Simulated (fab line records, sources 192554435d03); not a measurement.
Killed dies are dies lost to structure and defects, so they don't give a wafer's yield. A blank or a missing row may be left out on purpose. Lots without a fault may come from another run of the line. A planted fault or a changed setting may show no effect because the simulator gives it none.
fab line records | flow n5_finfet
record lots=10 wafers=29 last_day=17
route steps=1938 shown PMOS_HMC_CHANNEL_EPI@74 FIN_SAQP@108 PASSIVATION@1936
lots that met no fault: from a run of the same line without faults
start_h: hours from the record's first day to the start of the lot's first wafer shown | wait_h: hours since the lot's step before | " the same as in the row above | L1.1+2: a row that stands for several wafers | - no value, or no start given | * or withheld: withheld | < > ~ a bound
route shown NAME@n: a module of which the file shows steps, and the number in the route of the first | usual: mean/standard deviation of fault-free wafers | same: alike in all rows | chamber/n: place in a boat | sites: the reading at each site | _std_site: their standard deviation | _edge_site: outer sites' mean less inner sites' | radius_mm: how far each site lies from the wafer's centre | mask NAME#n: copy n | behind: the tool/chamber that last shaped the wafer | hold: why the lot was held/for how many hours/how that ended | device: the transistor (n, p or np) that didn't switch | end of line: the same wafers' tests at the end of the route | a step without rows: its recipe alone | killed: dies lost to structure and defects at the first sort, not the wafer's yield | map: a wafer's dies, x killed, . not, _ none there
set.NAME: the setting as run; set.NAME@STEP: as run at that earlier step | model.NAME: the simulator's own value behind a step, which no gauge read
steps of the route over a sample of lots; a table a step, a row a wafer
services: from which hour (start_h, from the record's first day; less than 0 if before it) a tool's chamber was out of use, for how many hours, and why
## steps
# step N5_PMOS_HMC_CHANNEL_EPI_FIN_RECESS_16
# recipe chemistry=HBr/Cl2 target=Si mask_material=SiO2 target_depth_a=540 time_s=18 pressure_mtorr=10 icp_w=800 bias_w=75 HBr_flow_sccm=150 Cl2_flow_sccm=80
# usual chamber_pressure_mTorr=10.002/0.0087 drypump_motor_current_A=5.7/0.46 mfc_cl2_sccm=79.99/0.25 oes_product_au=1.009/0.018 rf_fwd_power_W=795.5/2.8 throttle_valve_pct=35.4/0.32
# columns lot.wafer tool chamber start_h wait_h chamber_pressure_mTorr drypump_motor_current_A mfc_cl2_sccm oes_product_au rf_fwd_power_W rf_hours_counter_h throttle_valve_pct
L555.2 rie_si-04 2 30.66 0.0 9.996 5.4 79.90 1.021 792.8 135 35.4
L555.5 " 3 " " 10.007 5.7 79.52 0.990 793.9 - 36.0
L555.6 " 0 " " 10.003 6.0 79.73 1.013 796.1 - 35.4
L556.1 rie_si-01 3 36.39 0.0 9.996 5.5 79.83 0.982 791.1 113 35.3
L556.2 " 0 " " 10.008 6.0 80.32 1.003 796.4 127 35.0
L556.5 " 0 " " 9.996 6.0 80.26 0.997 796.3 - 35.0
L557.2 rie_si-04 1 41.68 0.0 10.010 5.9 79.43 1.005 795.7 48 35.5
L557.4 " 2 " " 9.989 5.4 80.05 1.010 799.0 135 35.4
L557.6 " 1 " " 10.001 5.9 79.79 1.000 795.7 - 35.5
L558.1 rie_si-04 2 48.13 0.0 10.011 5.4 80.17 1.003 796.5 135 35.5
L558.2 " 3 " " 9.991 5.7 79.85 0.991 796.1 117 36.0
L558.4 " 0 " " 10.008 6.0 79.43 1.011 794.8 180 35.4
L560.1 rie_si-01 3 59.70 0.0 10.004 5.5 79.69 0.984 794.3 114 35.3
L560.3 " 0 " " 10.005 6.0 80.19 0.999 797.7 128 35.0
L560.6 " 1 " " 10.001 5.2 80.05 0.996 791.0 - 35.2
L561.2 rie_si-01 0 65.64 0.0 10.024 6.0 79.67 0.996 796.0 128 35.0
L561.3 " 2 " " 9.992 5.6 80.47 1.050 795.3 157 35.1
L561.6 " 0 " " 9.999 6.0 79.73 1.002 790.7 - 35.0
L564.1 rie_si-04 3 86.47 0.0 10.010 5.7 79.94 0.986 800.6 118 36.0
L564.4 " 1 " " 10.011 5.8 80.45 0.997 796.1 49 35.5
L564.5 " 3 " " 10.009 5.7 80.11 0.985 802.7 - 36.0
L569.4 rie_si-04 3 113.94 0.0 10.008 5.7 79.95 0.991 796.0 118 36.0
L569.6 " 3 " " 10.001 5.7 79.98 0.998 798.1 - 36.0
L574.2 rie_si-06 1 143.64 0.0 9.998 6.7 79.68 1.024 797.9 107 35.0
L574.3 " 2 " " 9.997 5.0 79.99 1.039 790.6 21 35.8
L574.5 " 3 " " 9.997 5.5 80.11 1.032 797.2 - 35.4
L575.1 rie_si-01 0 149.81 0.0 9.992 6.0 79.97 1.001 795.4 130 35.0
L575.2 " 3 " " 10.000 5.5 79.61 0.972 796.4 115 35.3
L575.3 " 1 " " 9.998 5.2 80.34 0.998 789.2 86 35.2
# step N5_FIN_SAQP_EXPOSE_13
# recipe mask_id=FIN_CORE na=1.35 source_shape=dipole sigma_inner=0.538 sigma_outer=0.738 polarization=te target_cd_nm=35.6 dose_mj=63.25
# columns lot.wafer tool chamber start_h wait_h mask
L555.2+5+6 arfi_scanner-03 0 34.09 - FIN_CORE#0
L556.1+2+5 arfi_scanner-01 0 39.86 - FIN_CORE#0
L557.2+4+6 arfi_scanner-02 0 45.49 - FIN_CORE#0
L558.1+2+4 arfi_scanner-03 0 51.84 - FIN_CORE#0
L560.1+3+6 arfi_scanner-01 0 63.12 - FIN_CORE#0
L561.2+3+6 arfi_scanner-02 0 70.49 - FIN_CORE#0
L564.1+4+5 arfi_scanner-01 0 91.22 - FIN_CORE#0
L569.4+6 arfi_scanner-01 0 118.89 - FIN_CORE#0
L574.2+3+5 arfi_scanner-01 0 147.02 - FIN_CORE#0
L575.1+2+3 arfi_scanner-01 0 153.25 - FIN_CORE#0
# step N5_FIN_SAQP_OVL_MEAS_17
# recipe points_per_wafer=44
# usual FIN_CORE_OVL=-0.5/0.89
# columns lot.wafer tool chamber start_h wait_h FIN_CORE_OVL[nm]
L555.2 overlay-02 0 34.25 0.0 -1.1
L555.5 " 0 " " 0.4
L555.6 " 0 " " -1.4
L556.1 overlay-02 0 40.02 0.0 -1.5
L556.2 " 0 " " -2.5
L556.5 " 0 " " -0.7
L557.2 overlay-01 0 45.65 0.0 -0.5
L557.4 " 0 " " 0.9
L557.6 " 0 " " -0.3
L558.1 overlay-02 0 52.01 0.0 -0.5
L558.2 " 0 " " -0.1
L558.4 " 0 " " 0.1
L560.1 overlay-01 0 63.29 0.0 -0.7
L560.3 " 0 " " -0.1
L560.6 " 0 " " 0.1
L561.2 overlay-02 0 70.65 0.0 -0.2
L561.3 " 0 " " 1.4
L561.6 " 0 " " 0.5
L564.1 overlay-02 0 91.39 0.0 0.2
L564.4 " 0 " " -0.4
L564.5 " 0 " " -0.9
L569.4 overlay-01 0 119.04 0.0 -0.8
L569.6 " 0 " " -1.1
L574.2 overlay-01 0 147.18 0.0 16.5
L574.3 " 0 " " 16.7
L574.5 " 0 " " 16.4
L575.1 overlay-02 0 153.42 0.0 17.8
L575.2 " 0 " " 18.0
L575.3 " 0 " " 17.4
# step N5_FIN_SAQP_ETCH_51
# recipe chemistry=CF4 target=SiARC target_depth_a=455 mask_material=CAR-ArF time_s=75.8 ion_energy_ev=80 pressure_mtorr=40 source_w=545 bias_w=36 Ar_flow_sccm=100 cf4_flow_sccm=100 ends=cleared
# usual chamber_pressure_mTorr=40.00/0.037 drypump_motor_current_A=5.9/0.35 etch_rf_on_time_s=76.1/1.6 oes_product_au=0.66/0.068 rf_fwd_power_W=540.2/2.2 rf_vpp_V=184.4/0.98 showerhead_plenum_p_Torr=2.17/0.048 throttle_valve_pct=15.69/0.26
# columns lot.wafer tool chamber start_h wait_h chamber_pressure_mTorr drypump_motor_current_A etch_rf_on_time_s oes_product_au rf_fwd_power_W rf_hours_counter_h rf_vpp_V showerhead_plenum_p_Torr throttle_valve_pct
L555.2 rie_diel-01 3 34.34 0.0 39.96 5.6 73.3 0.74 541.0 64 186.0 2.18 15.83
L555.5 " 2 " " 39.99 6.5 76.7 0.61 534.3 - 185.6 2.21 15.66
L555.6 " 3 " " 39.98 5.6 72.6 0.75 541.3 - 185.0 2.18 15.82
L556.1 rie_diel-02 3 40.12 0.0 39.99 5.6 77.0 0.63 538.7 168 185.9 2.22 15.66
L556.2 " 2 " " 40.05 6.0 77.5 0.71 539.4 51 184.3 2.18 15.30
L556.5 " 2 " " 39.99 6.0 76.1 0.72 541.8 - 184.9 2.18 15.32
L557.2 rie_diel-02 2 45.74 0.0 40.01 6.0 76.4 0.71 542.4 54 184.7 2.18 15.30
L557.4 " 1 " " 39.99 6.3 76.9 0.59 541.4 - 183.5 2.20 16.06
L557.6 " 3 " " 40.03 5.6 76.2 0.64 539.9 - 184.5 2.22 15.65
L558.1 rie_diel-02 2 52.10 0.0 40.02 6.0 77.1 0.71 540.7 57 183.9 2.18 15.29
L558.2 " 3 " " 39.98 5.6 76.8 0.63 539.2 173 184.0 2.22 15.67
L558.4 " 3 " " 40.01 5.6 76.6 0.64 539.8 - 184.8 2.22 15.66
L560.1 rie_diel-04 2 63.38 0.0 39.97 5.4 76.5 0.59 541.1 197 184.7 2.22 15.89
L560.3 " 3 " " 39.97 5.2 76.3 0.63 541.0 190 186.0 2.13 15.98
L560.6 " 3 " " 39.95 5.2 76.0 0.63 543.2 - 184.1 2.12 15.97
L561.2 rie_diel-01 2 70.94 0.0 39.96 6.5 77.0 0.60 536.8 213 185.4 2.21 15.69
L561.3 " 3 " " 40.03 5.6 73.8 0.72 542.0 79 183.7 2.18 15.84
L561.6 " 3 " " 39.96 5.6 73.2 0.73 543.0 - 184.5 2.18 15.86
L564.1 rie_diel-01 1 91.72 0.0 40.07 5.8 77.3 0.58 541.4 242 184.7 2.19 15.80
L564.4 " 3 " " 40.01 5.6 74.5 0.71 540.1 88 183.1 2.17 15.86
L564.5 " 2 " " 39.96 6.5 77.0 0.60 534.7 - 184.7 2.20 15.71
L569.4 rie_diel-02 3 119.13 0.0 40.00 5.6 75.2 0.63 540.7 193 185.1 2.22 15.71
L569.6 " 3 " " 40.03 5.6 76.1 0.63 541.8 - 186.5 2.22 15.70
L574.2 rie_diel-02 0 147.54 0.0 39.99 5.9 73.7 0.65 537.5 151 185.2 2.13 15.69
L574.3 " 1 " " 40.01 6.3 73.9 0.77 541.0 25 183.1 2.19 15.61
L574.5 " 1 " " 40.00 6.3 74.2 0.76 541.4 - 184.2 2.19 15.62
L575.1 rie_diel-04 0 153.52 0.0 39.98 5.9 72.9 0.82 537.8 9 183.8 2.18 15.01
L575.2 " 3 " " 40.03 5.2 76.9 0.60 542.2 223 183.4 2.11 16.04
L575.3 " 1 " " 40.05 6.6 77.5 0.72 537.1 53 183.2 2.08 15.48
# step N5_FIN_SAQP_MANDREL1_REMOVE_56
# recipe chemistry=HBr/Cl2/O2 bt_time_s=10 target=a-Si stop_on=SiNx endpoint=OES-SiCl over_etch_frac=1 icp_w=600 bias_w=22 HBr_flow_sccm=150 Cl2_flow_sccm=80 O2_flow_sccm=5 pressure_mtorr=10
# usual chamber_pressure_mTorr=10.002/0.0084 drypump_motor_current_A=5.8/0.52 mfc_cl2_sccm=79.99/0.25 oes_product_au=1.012/0.015 rf_fwd_power_W=597.2/2.1 throttle_valve_pct=36.7/0.45
# same bt_time_s=10
# columns lot.wafer tool chamber start_h wait_h chamber_pressure_mTorr drypump_motor_current_A mfc_cl2_sccm oes_product_au rf_fwd_power_W rf_hours_counter_h throttle_valve_pct
L555.2 rie_si-05 3 36.21 0.1 9.997 6.6 79.75 0.990 599.7 155 36.7
L555.5 " 3 " " 10.003 6.7 79.85 0.996 600.5 - 36.8
L555.6 " 0 " " 9.998 5.5 79.94 0.996 595.9 - 37.3
L556.1 rie_si-05 0 42.13 0.1 10.016 5.5 79.85 1.001 599.2 72 37.3
L556.2 " 2 " " 10.003 6.0 80.12 1.028 598.9 8 36.9
L556.5 " 2 " " 10.006 6.0 80.16 1.041 597.4 - 36.9
L557.2 rie_si-05 0 47.61 0.1 10.009 5.5 79.66 1.002 598.0 72 37.2
L557.4 " 2 " " 10.009 6.0 79.72 1.038 595.8 8 36.9
L557.6 " 1 " " 10.002 5.6 79.99 1.029 597.4 - 36.2
L558.1 rie_si-02 0 54.04 0.1 9.990 5.4 79.86 0.990 596.8 42 36.8
L558.2 " 2 " " 10.010 6.2 80.17 1.015 597.5 62 35.7
L558.4 " 3 " " 10.002 5.1 80.07 1.026 596.5 157 37.2
L560.1 rie_si-02 3 65.52 0.1 10.007 5.1 80.08 1.013 599.0 157 37.2
L560.3 " 1 " " 10.002 5.0 80.02 0.983 593.9 47 36.4
L560.6 " 3 " " 10.014 5.0 79.75 1.004 595.8 - 37.2
L561.2 rie_si-02 1 73.64 0.1 9.993 5.0 79.80 0.998 595.0 47 36.4
L561.3 " 3 " " 9.992 5.0 80.47 1.010 593.4 157 37.2
L561.6 " 2 " " 10.011 6.2 80.14 1.025 594.7 - 35.7
L564.1 rie_si-03 1 94.36 0.1 10.001 6.0 80.16 1.003 600.7 131 36.8
L564.4 " 3 " " 10.006 6.3 80.12 1.009 599.5 54 36.5
L564.5 " 3 " " 10.010 6.3 79.99 1.024 597.7 - 36.5
L569.4 rie_si-05 3 120.99 0.1 10.011 6.6 79.91 1.000 597.1 156 36.8
L569.6 " 1 " " 10.014 5.6 79.85 1.010 595.7 - 36.2
L574.2 rie_si-05 2 149.47 0.1 9.994 6.0 80.19 1.030 598.1 10 36.9
L574.3 " 0 " " 10.000 5.5 80.00 1.008 601.7 74 37.2
L574.5 " 3 " " 10.004 6.6 79.97 0.981 597.3 - 36.8
L575.1 rie_si-05 0 155.37 0.1 10.001 5.5 80.08 1.009 598.5 74 37.2
L575.2 " 2 " " 10.001 6.1 79.46 1.029 595.4 10 36.9
L575.3 " 1 " " 9.993 5.6 80.07 1.012 599.0 185 36.2
# step N5_PASSIVATION_PROBE_49
# usual killed_at_M0_to_M3=33/9.1 killed_at_M4_up=14/5.6 killed_at_contacts=13/5.7 killed_at_front_end=42/12 killed_at_other=4/3 killed_dies=105/16 killed_open=69/11 killed_short=34/7.5
# same gross_dies=1180 killed_at_back_side=0
# columns lot.wafer tool chamber start_h wait_h killed_at_M0_to_M3 killed_at_M4_up killed_at_contacts killed_at_front_end killed_at_other killed_dies killed_open killed_short
L560.1 prober-01 - 311.01 0.2 37 12 11 30 1 91 64 25
L560.3 prober-01 - 311.11 0.3 26 8 11 39 0 84 51 33
L560.6 prober-01 - 311.26 0.4 32 10 8 68 5 123 80 43
L574.2 prober-02 - 390.10 0.1 29 18 7 46 2 102 66 36
L574.3 prober-02 - 390.15 0.1 41 6 10 31 1 89 51 37
L574.5 prober-02 - 390.25 0.2 37 11 9 48 5 110 65 44
# killed by level:class
L560.1 BEOL_M0_SAQP:geometric_particle:open=13 MOL_CONTACT_COAG:geometric_particle:open=9 STI_FIN_REVEAL:geometric_particle:open=8 BEOL_M0_SAQP:geometric_particle:short=8 FIN_SAQP:geometric_particle:open=5 DUMMY_GATE:geometric_particle:open=4 BEOL_M1:geometric_particle:open=4 BEOL_M2:geometric_particle:open=4
L560.3 FIN_SAQP:geometric_particle:short=9 BEOL_M0_SAQP:geometric_particle:open=8 STI_FIN_REVEAL:geometric_particle:open=6 MOL_CONTACT_COAG:geometric_particle:open=6 FIN_SAQP:geometric_particle:open=5 MOL_CONTACT_COAG:geometric_particle:short=5 BEOL_M1:geometric_particle:open=5 STARTING-WAFER:geometric_particle:short=5
L560.6 STI_FIN_REVEAL:geometric_particle:open=26 FIN_SAQP:geometric_particle:short=10 BEOL_M0_SAQP:geometric_particle:short=10 BEOL_M0_SAQP:geometric_particle:open=10 FIN_SAQP:geometric_particle:open=8 MOL_CONTACT_COAG:geometric_particle:open=6 STI_FIN_REVEAL:geometric_particle:short=5 DUMMY_GATE:geometric_particle:open=5
L574.2 BEOL_M1:geometric_particle:open=13 GATE_CUT:geometric_particle:short=10 BEOL_M4:geometric_particle:open=8 BEOL_M2:geometric_particle:open=7 GATE_CUT:geometric_particle:open=6 MOL_CONTACT_COAG:geometric_particle:open=6 STI_FIN_REVEAL:geometric_particle:open=5 STI_FIN_REVEAL:geometric_particle:short=5
L574.3 BEOL_M0_SAQP:geometric_particle:short=10 BEOL_M0_SAQP:geometric_particle:open=9 BEOL_M1:geometric_particle:open=8 BEOL_M3:geometric_particle:open=6 FIN_SAQP:geometric_particle:short=5 MOL_CONTACT_COAG:geometric_particle:open=5 MOL_CONTACT_COAG:geometric_particle:short=4 FIN_SAQP:geometric_particle:open=3
L574.5 FIN_SAQP:geometric_particle:short=10 MOL_CONTACT_COAG:geometric_particle:open=9 BEOL_M0_SAQP:geometric_particle:short=8 BEOL_M3:geometric_particle:open=8 FIN_SAQP:geometric_particle:open=6 ILD0:geometric_particle:open=6 GATE_CUT:geometric_particle:open=5 BEOL_M0_SAQP:geometric_particle:open=5
## services
# columns tool chamber start_h hours kind
rie_diel-02 0 11.73 46.7 repair
arfi_scanner-02 - 13.27 3.9 pm
arfi_scanner-01 - 24.56 4.8 pm
rie_diel-02 2 28.82 5.0 repair
arfi_scanner-03 - 31.11 1.3 pm
arfi_scanner-03 - 35.52 1.0 pm
rie_si-02 - 35.56 14.6 pm
rie_si-01 3 40.56 10.5 repair
rie_si-04 2 53.29 3.8 repair
arfi_scanner-02 - 56.17 0.9 repair
arfi_scanner-03 - 60.07 0.8 repair
arfi_scanner-03 - 61.16 0.9 repair
rie_diel-02 - 63.58 14.6 pm
rie_diel-01 - 72.88 0.5 repair
rie_si-01 2 76.92 11.9 repair
arfi_scanner-02 - 78.05 1.3 pm
rie_si-04 1 93.20 8.0 repair
arfi_scanner-03 - 93.21 0.7 repair
arfi_scanner-01 - 93.35 0.8 pm
arfi_scanner-03 - 104.29 1.1 repair
arfi_scanner-03 - 114.95 5.2 repair
arfi_scanner-03 - 120.20 0.8 pm
arfi_scanner-01 - 121.02 1.3 pm
arfi_scanner-02 - 122.99 0.8 pm
## key
first_sign step=N5_FIN_SAQP_OVL_MEAS_17 reading=FIN_CORE_OVL direction=up sigmas=20 usual=-0.5 struck=17.1
effect none on later readings
met_at N5_FIN_SAQP_EXPOSE_13
struck_lots L574,L575
tester_left_out L574,L575
not_acting_at N5_PMOS_HMC_CHANNEL_EPI_FIN_RECESS_16,N5_FIN_SAQP_ETCH_51,N5_FIN_SAQP_MANDREL1_REMOVE_56
onset_between 118.89 147.02
also_fits time
fault kind=scanner_matching_overlay tool=arfi_scanner-01 chamber=- onset_h=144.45 steps=N5_FIN_SAQP_EXPOSE_13 offset=18.212
# tester_left_out: of these lots the tester's yield and bins aren't shown, on N5 and GAA mostly nor the transistor test; their killed dies are dies lost to structure and defects alone, not to doping, threshold or leakage, so they don't give the yield
